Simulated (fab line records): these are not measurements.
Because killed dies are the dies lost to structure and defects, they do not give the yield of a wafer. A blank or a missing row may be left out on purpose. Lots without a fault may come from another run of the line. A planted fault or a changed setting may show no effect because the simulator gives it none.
fab line records	flow n5_finfet
record lots=10	wafers=27	last_day=17
route steps=1938 shown BEOL_M1@773 BEOL_M4@1111
lots untouched by any fault: they come from a run of this same line in which no faults occurred
start_h: start of the lot's first displayed wafer, in hours after the record's first day	wait_h: hours from the lot's prior step to this one	" same as the row above	L1.1+2: one row covering several wafers at once	- no value, or no start was given	* or withheld: withheld	< > ~ a bound
route shown NAME@n: NAME is a module with steps in the file, n the number in the route of the first one	usual: the fault-free wafers' mean and standard deviation	same: alike in all rows	chamber/n: place in a boat	sites: per-site readings	_std_site: the values' standard deviation	_edge_site: outer sites' mean less inner sites'	radius_mm: for every site, how far away it sits from the centre of the wafer	mask NAME#n: copy n	behind: the last tool/chamber to shape the wafer	hold: why the lot went on hold/how many hours it stayed there/how the hold came to an end	device: transistor that didn't switch, given as n, p or np	end of line: tests of these same wafers at the route's end	a step with no rows: only its recipe	killed: the dies lost at the first sort to structure and to defects; this is not the yield of the wafer	map: a wafer's dies, x killed, . not, _ none there
set.NAME: setting as actually run; set.NAME@STEP: the setting as run at that earlier step	model.NAME: the simulator's own value behind a step, which no gauge read
one table for each step of the route and one row for each wafer, over a sample of lots
services: the hour from which a tool's chamber was out of use, counted from the record's first day as start_h (under 0 if before that day), plus the number of hours and why
## steps
# step N5_BEOL_M1_STRIP_66
# recipe chemistry=CF4	resist=SiARC	power_w=300	bias_power_w=75	pressure_mtorr=50	cf4_flow_sccm=150	rf_frequency_hz=6e+07
# usual bias_power_w=75.03/0.23	cf4_flow_sccm=150.0/0.43	drypump_motor_current_A=5.9/0.56	oes_product_au=0.80/0.076	rf_vpp_V=271.2/1.3	showerhead_plenum_p_Torr=1.80/0.045	throttle_valve_pct=13.49/0.2
lot.wafer	tool	chamber	start_h	wait_h	bias_power_w	cf4_flow_sccm	drypump_motor_current_A	oes_product_au	rf_hours_counter_h	rf_vpp_V	showerhead_plenum_p_Torr	throttle_valve_pct
L718.2	rie_diel-01	2	131.66	0.0	74.71	149.8	6.8	0.78	110	270.5	1.76	13.29
L718.5	"	1	"	"	75.22	149.8	6.4	0.90	-	272.7	1.81	13.46
L718.6	"	2	"	"	74.63	150.1	6.8	0.78	-	269.6	1.76	13.32
L719.3	rie_diel-02	3	133.43	0.0	74.79	149.1	6.0	0.73	161	271.0	1.81	13.95
L719.4	"	0	"	"	75.10	149.9	5.6	0.69	235	272.0	1.81	13.80
L720.2	rie_diel-01	2	140.96	0.0	74.91	149.7	6.8	0.78	114	269.2	1.76	13.33
L720.4	"	3	"	"	75.35	150.9	6.3	0.75	168	270.0	1.78	13.35
L720.6	"	1	"	"	75.14	150.1	6.4	0.90	-	273.7	1.81	13.46
L717.1	rie_diel-01	1	150.20	0.0	75.24	150.4	6.3	0.89	33	272.2	1.81	13.47
L717.3	"	3	"	"	74.88	149.9	6.3	0.74	171	271.5	1.78	13.36
L717.5	"	0	"	"	75.36	150.6	5.1	0.88	-	271.3	1.76	13.19
L724.1	rie_diel-01	1	163.13	0.0	-	-	-	-	-	-	-	-
L724.4	"	0	"	"	-	-	-	-	-	-	-	-
L724.5	"	1	"	"	-	-	-	-	-	-	-	-
L725.2	rie_diel-01	2	175.06	0.0	-	-	-	-	-	-	-	-
L725.4	"	1	"	"	-	-	-	-	-	-	-	-
L725.5	"	2	"	"	-	-	-	-	-	-	-	-
L736.2	rie_diel-04	2	238.49	0.0	74.85	149.6	5.7	0.72	186	268.9	1.73	13.58
L736.3	"	3	"	"	75.35	150.7	6.6	0.77	150	268.6	1.75	13.51
L739.1	rie_diel-01	3	254.29	0.0	74.89	149.5	6.3	0.72	202	271.4	1.77	13.43
L739.4	"	1	"	"	74.99	149.6	6.3	0.84	65	271.9	1.80	13.55
L739.6	"	0	"	"	74.93	150.1	5.1	0.82	-	271.7	1.75	13.29
L738.2	rie_diel-04	1	254.64	0.0	75.01	150.2	5.0	0.84	53	272.1	1.81	13.44
L738.4	"	0	"	"	75.06	149.9	6.1	0.72	195	273.1	1.85	13.72
L738.5	"	0	"	"	74.74	149.5	6.1	0.72	-	271.9	1.86	13.74
L740.4	rie_diel-04	0	259.34	0.0	75.17	150.5	6.1	0.72	197	271.2	1.85	13.73
L740.6	"	0	"	"	75.26	150.0	6.1	0.72	-	271.9	1.85	13.74
# step N5_BEOL_M1_STRIP_19
# recipe chemistry=O2	power_w=400	temp_c=40	pressure_mtorr=30	rf_frequency_hz=6e+07	bias_power_w=0	overash_fraction=0.2	o2_flow_sccm=225
# usual chamber_pressure_mTorr=30.002/0.026	drypump_motor_current_A=5.9/0.52	oes_product_au=0.80/0.084	rf_vpp_V=3.6/0.51	showerhead_plenum_p_Torr=2.11/0.062	throttle_valve_pct=16.61/0.24
# same bias_power_w=0
lot.wafer	tool	chamber	start_h	wait_h	chamber_pressure_mTorr	drypump_motor_current_A	oes_product_au	rf_hours_counter_h	rf_vpp_V	showerhead_plenum_p_Torr	throttle_valve_pct
L718.2	rie_diel-02	3	131.84	0.1	30.030	6.0	0.71	160	4.3	2.11	17.08
L718.5	"	0	"	"	30.013	5.6	0.70	-	3.5	2.15	16.95
L718.6	"	3	"	"	30.018	6.0	0.71	-	3.8	2.11	17.09
L719.3	rie_diel-01	1	133.59	0.1	30.004	6.3	0.90	28	3.2	2.14	16.70
L719.4	"	3	"	"	29.972	6.3	0.75	165	4.2	2.11	16.49
L720.2	rie_diel-01	3	141.11	0.1	29.955	6.3	0.74	168	4.0	2.10	16.50
L720.4	"	0	"	"	30.045	5.1	0.92	23	3.6	2.06	16.33
L720.6	"	3	"	"	29.990	6.3	0.75	-	3.2	2.10	16.51
L717.1	rie_diel-02	1	150.36	0.1	29.998	5.4	0.76	157	4.0	2.06	16.46
L717.3	"	0	"	"	29.996	5.6	0.68	241	3.9	2.14	16.94
L717.5	"	2	"	"	30.024	6.2	0.95	-	3.2	2.23	16.39
L724.1	rie_diel-04	1	163.57	0.4	30.021	5.1	0.87	28	3.8	2.17	16.74
L724.4	"	3	"	"	29.996	6.7	0.80	128	2.3	2.03	16.47
L724.5	"	2	"	"	30.002	5.7	0.75	-	3.8	2.02	16.60
L725.2	rie_diel-04	0	175.43	0.3	29.986	6.1	0.73	173	4.1	2.16	16.69
L725.4	"	3	"	"	29.963	6.6	0.81	131	3.5	2.03	16.50
L725.5	"	1	"	"	29.979	5.0	0.87	-	3.9	2.17	16.74
L736.2	rie_diel-02	3	238.69	0.1	30.015	6.0	0.67	196	3.7	2.10	17.15
L736.3	"	0	"	"	30.032	5.5	0.90	15	3.6	2.14	16.57
L739.1	rie_diel-02	0	254.58	0.2	30.021	5.6	0.90	20	3.7	2.13	16.57
L739.4	"	3	"	"	29.985	6.0	0.67	201	3.8	2.10	17.16
L739.6	"	3	"	"	29.985	6.0	0.68	-	3.4	2.10	17.16
L738.2	rie_diel-02	1	254.79	0.1	30.011	5.4	0.73	184	4.8	2.06	16.49
L738.4	"	2	"	"	29.983	6.2	0.86	41	3.5	2.22	16.45
L738.5	"	0	"	"	29.973	5.6	0.90	-	3.1	2.13	16.58
L740.4	rie_diel-02	2	259.49	0.1	30.015	6.2	0.85	43	4.2	2.22	16.46
L740.6	"	2	"	"	30.004	6.2	0.86	-	3.1	2.22	16.44
# step N5_BEOL_M1_OVL_MEAS_29
# recipe points_per_wafer=522
# usual V0_OVL=0.3/0.63
# same points_per_wafer=522
lot.wafer	tool	chamber	start_h	wait_h	V0_OVL[nm]
L718.2	overlay-01	0	132.26	0.0	0.3
L718.5	"	0	"	"	0.1
L718.6	"	0	"	"	0.8
L719.3	overlay-01	0	134.02	0.0	-0.3
L719.4	"	0	"	"	0.8
L720.2	overlay-02	0	141.66	0.0	0.1
L720.4	"	0	"	"	0.7
L720.6	"	0	"	"	1.0
L717.1	overlay-02	0	150.78	0.0	-1.3
L717.3	"	0	"	"	-0.7
L717.5	"	0	"	"	-0.4
L724.1	overlay-02	0	164.12	0.0	0.3
L724.4	"	0	"	"	0.0
L724.5	"	0	"	"	-0.3
L725.2	overlay-02	0	175.85	0.0	0.1
L725.4	"	0	"	"	-1.2
L725.5	"	0	"	"	-0.7
L736.2	overlay-02	0	239.13	0.0	0.2
L736.3	"	0	"	"	-0.2
L739.1	overlay-01	0	255.05	0.0	0.7
L739.4	"	0	"	"	0.7
L739.6	"	0	"	"	0.7
L738.2	overlay-01	0	255.34	0.0	-0.5
L738.4	"	0	"	"	0.4
L738.5	"	0	"	"	-0.4
L740.4	overlay-02	0	260.05	0.0	1.4
L740.6	"	0	"	"	0.3
# step N5_BEOL_M1_ETCH_77
# recipe chemistry=N2/H2	target=underlayer	target_depth_a=65	mask_material=CAR-EUV	time_s=5.2	ion_energy_ev=200	pressure_mtorr=30	source_w=840	bias_w=150	n2_flow_sccm=200	h2_flow_sccm=200	ends=cleared
# usual drypump_motor_current_A=5.9/0.55	etch_rf_on_time_s=5.23/0.17	oes_product_au=0.69/0.072	rf_vpp_V=523.8/2.4	showerhead_plenum_p_Torr=2.54/0.081	throttle_valve_pct=17.78/0.25
lot.wafer	tool	chamber	start_h	wait_h	drypump_motor_current_A	etch_rf_on_time_s	oes_product_au	rf_hours_counter_h	rf_vpp_V	showerhead_plenum_p_Torr	throttle_valve_pct
L718.2	rie_diel-02	1	132.40	0.0	5.4	5.12	0.65	151	524.5	2.55	17.77
L718.5	"	2	"	"	6.2	4.99	0.83	-	528.1	2.70	17.53
L718.6	"	3	"	"	6.0	5.31	0.61	-	522.1	2.52	18.12
L719.3	rie_diel-04	2	134.43	0.0	5.7	5.53	0.63	152	522.9	2.44	17.69
L719.4	"	2	"	"	5.7	5.52	0.62	-	521.2	2.44	17.66
L720.2	rie_diel-02	2	141.99	0.0	6.2	4.97	0.80	5	527.2	2.70	17.54
L720.4	"	1	"	"	5.4	5.06	0.67	154	525.1	2.55	17.77
L720.6	"	2	"	"	6.2	5.01	0.79	-	530.9	2.70	17.55
L717.1	rie_diel-04	0	150.98	0.0	6.1	5.42	0.63	166	527.1	2.65	18.10
L717.3	"	2	"	"	5.7	5.47	0.62	159	521.3	2.44	17.69
L717.5	"	3	"	"	6.7	5.00	0.69	-	521.0	2.44	17.54
L724.1	rie_diel-01	2	164.25	0.0	6.8	5.07	0.67	120	519.6	2.47	17.65
L724.4	"	1	"	"	6.4	5.40	0.75	37	523.8	2.57	17.83
L724.5	"	0	"	"	5.1	5.03	0.76	-	521.6	2.48	17.57
L725.2	rie_diel-04	0	175.97	0.0	6.1	5.39	0.63	173	528.7	2.65	18.11
L725.4	"	3	"	"	6.6	5.04	0.69	131	520.5	2.44	17.55
L725.5	"	1	"	"	5.0	5.07	0.76	-	526.3	2.62	17.97
L736.2	rie_diel-01	1	239.28	0.0	6.4	5.34	0.72	62	524.7	2.57	17.85
L736.3	"	2	"	"	6.8	5.06	0.65	139	522.2	2.47	17.64
L739.1	rie_diel-01	1	255.18	0.0	6.4	5.37	0.72	66	524.5	2.56	17.92
L739.4	"	2	"	"	6.8	5.13	0.64	144	521.9	2.46	17.66
L739.6	"	0	"	"	5.1	5.03	0.72	-	524.4	2.47	17.61
L738.2	rie_diel-01	3	255.46	0.0	6.3	5.47	0.59	203	523.5	2.49	17.40
L738.4	"	2	"	"	6.8	5.09	0.65	144	519.5	2.46	17.66
L738.5	"	1	"	"	6.4	5.36	0.72	-	525.9	2.56	17.90
L740.4	rie_diel-01	3	260.16	0.0	6.3	5.46	0.61	204	522.5	2.49	17.40
L740.6	"	0	"	"	5.1	4.97	0.73	-	523.2	2.47	17.61
# step N5_BEOL_M4_RC_MEAS_101
# usual DIBL_N=36.9/2.1	DIBL_P=37.1/2.5	IOFF_N=0.17/0.039	IOFF_P=0.23/0.043	ION_N=673/15	ION_P=462/9.1	SS_N=71.8/0.69	SS_P=73.6/0.74	VT_N=250/3.6	VT_P=-249.7/2.9
lot.wafer	tool	chamber	start_h	wait_h	DIBL_N[mV/V]	DIBL_P[mV/V]	IOFF_N[nA/um]	IOFF_P[nA/um]	ION_N[uA/um]	ION_P[uA/um]	SS_N[mV/dec]	SS_P[mV/dec]	VT_N[mV]	VT_P[mV]
L718.2	prober-02	0	177.83	0.2	35.1	37.0	0.16	0.24	691	474	71.2	74.0	251	-247.6
L718.5	"	0	"	"	36.0	36.9	0.15	0.23	666	459	71.7	73.6	253	-248.0
L718.6	"	0	"	"	34.3	35.4	0.14	0.20	674	464	71.2	73.3	249	-248.0
L720.2	prober-01	0	180.79	0.2	33.5	33.0	0.12	0.17	677	465	70.8	72.1	254	-252.8
L720.4	"	0	"	"	35.6	35.0	0.15	0.19	665	453	71.1	72.9	249	-252.3
L720.6	"	0	"	"	35.8	35.6	0.14	0.19	667	452	70.7	73.2	251	-250.6
L719.3	prober-02	0	181.22	0.3	40.9	43.9	0.29	0.35	703	476	72.5	75.0	241	-245.6
L719.4	"	0	"	"	39.4	41.2	0.23	0.29	682	461	72.1	74.2	245	-245.4
L717.1	prober-01	0	185.58	0.0	37.9	37.0	0.18	0.19	674	447	71.8	73.2	248	-249.9
L717.3	"	0	"	"	39.5	40.3	0.22	0.23	687	456	71.9	74.3	247	-250.1
L717.5	"	0	"	"	37.5	36.5	0.16	0.17	664	444	72.2	73.8	253	-252.8
L724.1	prober-02	0	205.37	0.0	36.1	34.1	0.13	0.19	668	461	70.6	72.6	256	-251.9
L724.4	"	0	"	"	36.6	36.1	0.14	0.22	676	470	71.1	72.7	251	-249.4
L724.5	"	0	"	"	36.8	36.1	0.15	0.23	654	456	71.0	73.3	252	-248.9
L725.2	prober-02	0	218.58	0.2	34.7	36.2	0.14	0.21	661	459	71.6	73.8	252	-247.3
L725.4	"	0	"	"	37.2	38.4	0.19	0.25	668	466	72.7	74.6	249	-244.8
L725.5	"	0	"	"	37.1	38.8	0.19	0.27	674	463	72.2	73.9	245	-245.1
L736.2	prober-01	0	284.13	0.2	40.9	43.4	0.28	0.34	707	486	74.2	75.1	243	-244.5
L736.3	"	0	"	"	39.5	40.8	0.22	0.28	682	456	73.1	75.3	244	-247.6
L738.2	prober-01	0	299.57	0.2	35.2	35.2	0.16	0.24	658	459	71.6	73.2	249	-246.8
L738.4	"	0	"	"	33.2	32.6	0.13	0.19	666	464	71.5	72.3	252	-248.8
L738.5	"	0	"	"	35.0	34.3	0.17	0.21	649	453	72.1	72.9	250	-248.8
L739.1	prober-02	0	302.10	0.0	37.3	35.9	0.17	0.21	681	462	72.1	73.4	248	-250.6
L739.4	"	0	"	"	33.3	32.1	0.11	0.15	664	455	70.4	72.4	254	-254.1
L739.6	"	0	"	"	37.4	37.0	0.19	0.23	700	474	71.9	73.5	245	-250.7
L740.4	prober-01	0	302.64	0.5	34.0	35.0	0.15	0.20	686	473	71.6	73.2	247	-249.2
L740.6	"	0	"	"	39.7	42.6	0.27	0.35	712	485	73.2	75.6	242	-245.4
## services
tool	chamber	start_h	hours	kind
rie_diel-04	2	114.20	1.9	repair
rie_diel-04	-	131.63	0.8	repair
rie_diel-04	0	132.51	11.9	repair
rie_diel-02	1	156.55	15.9	repair
rie_diel-01	3	165.35	3.0	repair
rie_diel-02	0	172.64	-	clean
rie_diel-02	0	172.64	-	consumable_replace:focus_ring
rie_diel-02	0	172.64	14.3	scheduled_down
rie_diel-02	0	172.64	14.3	vent_cycle
rie_diel-01	2	220.07	16.1	repair
## key
first_sign step=N5_BEOL_M1_STRIP_66	reading=tool_record	direction=missing
effect none on later readings
met_at N5_BEOL_M1_STRIP_66
struck_lots L724,L725
not_acting_at N5_BEOL_M1_STRIP_19,N5_BEOL_M1_OVL_MEAS_29,N5_BEOL_M1_ETCH_77
onset_between 150.20 163.13
fault kind=skipped_step_whole	tool=rie_diel-01	chamber=-	onset_h=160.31	steps=N5_BEOL_M1_STRIP_66	scope=struck_lots_only
